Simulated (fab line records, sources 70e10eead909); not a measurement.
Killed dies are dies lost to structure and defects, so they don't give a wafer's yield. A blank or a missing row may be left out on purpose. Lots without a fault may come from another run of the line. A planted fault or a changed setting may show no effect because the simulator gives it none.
Chamber matching | flow nand_harc | NHARC_A_STAIRCASE_ALD_415 on ald_hk-01: 4 sister chambers
The step deposits SiO2, target thk 30 nm, pulse time 6 s, ald cycles 300. 18 wafers are shown with their chamber, then 9 later ones without.

WAFERS WITH THEIR CHAMBER
wafer  | chamber | heater_power_w (W) | precursor_pulse_height_rel
L077.1 | 0       | 508                | 1.025
L077.2 | 1       | 413                | 1.025
L077.6 | 3       | 440                | 1.001
L076.1 | 0       | 499                | 0.998
L076.2 | 2       | 435                | 1.004
L076.3 | 3       | 443                | 0.982
L080.1 | 1       | 412                | 0.975
L080.2 | 3       | 428                | 1.027
L080.3 | 2       | 436                | 0.981
L083.3 | 1       | 432                | 1.010
L083.4 | 3       | 425                | 0.980
L083.6 | 2       | 426                | 1.038
L088.3 | 3       | 429                | 1.005
L088.5 | 3       | 415                | 0.973
L088.6 | 0       | 482                | 1.023
L090.1 | 0       | 481                | 0.974
L090.2 | 2       | 411                | 0.996
L090.4 | 1       | 411                | 1.015

SIGNATURES (means of the wafers above)
reading                    | chamber 0 | chamber 1 | chamber 2 | chamber 3 | scatter within a chamber
heater_power_w             | 492.50    | 417.00    | 427.00    | 430.00    | 11.2
precursor_pulse_height_rel | 1.00500   | 1.00625   | 1.00475   | 0.99467   | 0.0223
Rule: a wafer's distance from a chamber is the root of the sum, over the readings, of the square of ((its reading less the chamber's mean) divided by the reading's scatter). The wafer belongs to the nearest chamber; if the next one is less than 2 further off, it can't be placed. The scatter: the root of (the sum of the squares of (reading less its chamber's mean) over the shown wafers, divided by (wafers less chambers)).

WAFERS WITHOUT THEIR CHAMBER
wafer  | heater_power_w (W) | precursor_pulse_height_rel
L091.1 | 415                | 0.994
L091.3 | 491                | 1.007
L091.4 | 421                | 0.972
L093.1 | 417                | 0.983
L093.2 | 418                | 1.024
L093.4 | 480                | 0.963
L094.3 | 414                | 0.976
L094.4 | 413                | 1.039
L094.6 | 418                | 1.020

WHICH CHAMBER EACH WENT THROUGH
wafer  | from the rows above          | in truth
L091.1 | can't be placed: 1 or 2 or 3 | 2
L091.3 | 0                            | 0
L091.4 | can't be placed: 3 or 2 or 1 | 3
L093.1 | can't be placed: 1 or 3 or 2 | 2
L093.2 | can't be placed: 1 or 2 or 3 | 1
L093.4 | 0                            | 0
L094.3 | can't be placed: 1 or 3 or 2 | 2
L094.4 | can't be placed: 1 or 2 or 3 | 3
L094.6 | can't be placed: 1 or 2 or 3 | 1
Placed correctly: 2 of 9. Can't be placed from these rows: 7 (the true chamber is among the candidates in 7). Placed wrongly: 0.
